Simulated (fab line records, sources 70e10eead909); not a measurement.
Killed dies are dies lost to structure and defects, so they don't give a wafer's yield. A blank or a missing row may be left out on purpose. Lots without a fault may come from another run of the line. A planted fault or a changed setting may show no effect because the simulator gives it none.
Chamber matching | flow nand_harc | NHARC_A_STAIRCASE_DESCUM_168 on rie_diel-02: 4 sister chambers
The step chemistry O2, time 3 s. 4 wafers are shown with their chamber, then 8 later ones without.

WAFERS WITH THEIR CHAMBER
wafer  | chamber | showerhead_plenum_p_Torr (Torr)
L084.2 | 0       | 1.80
L084.3 | 3       | 2.04
L084.4 | 2       | 1.81
L085.1 | 1       | 1.95

WAFERS WITHOUT THEIR CHAMBER
wafer  | showerhead_plenum_p_Torr (Torr)
L085.5 | 2.04
L085.6 | 1.80
L095.2 | 1.79
L095.3 | 1.80
L095.6 | 2.02
L097.2 | 1.78
L097.5 | 2.02
L097.6 | 1.78

WHICH CHAMBER EACH WENT THROUGH
wafer  | from the rows above     | in truth
L085.5 | 3                       | 3
L085.6 | can't be placed: 0 or 2 | 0
L095.2 | can't be placed: 0 or 2 | 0
L095.3 | can't be placed: 0 or 2 | 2
L095.6 | 3                       | 3
L097.2 | can't be placed: 0 or 2 | 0
L097.5 | 3                       | 3
L097.6 | can't be placed: 0 or 2 | 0
Placed correctly: 3 of 8. Can't be placed from these rows: 5 (the true chamber is among the candidates in 5). Placed wrongly: 0.
How it was worked out, from the rows above alone: a wafer's distance from a chamber is the root of the sum, over the readings, of the square of ((its reading less the chamber's mean) divided by the reading's scatter). The wafer belongs to the nearest chamber; if the next one is less than 2 further off, it can't be placed. A chamber's mean is the mean of its shown wafers. The scatter: with one shown wafer a chamber, the root of the mean of the squares of how far each hidden wafer lies from its nearest shown one.
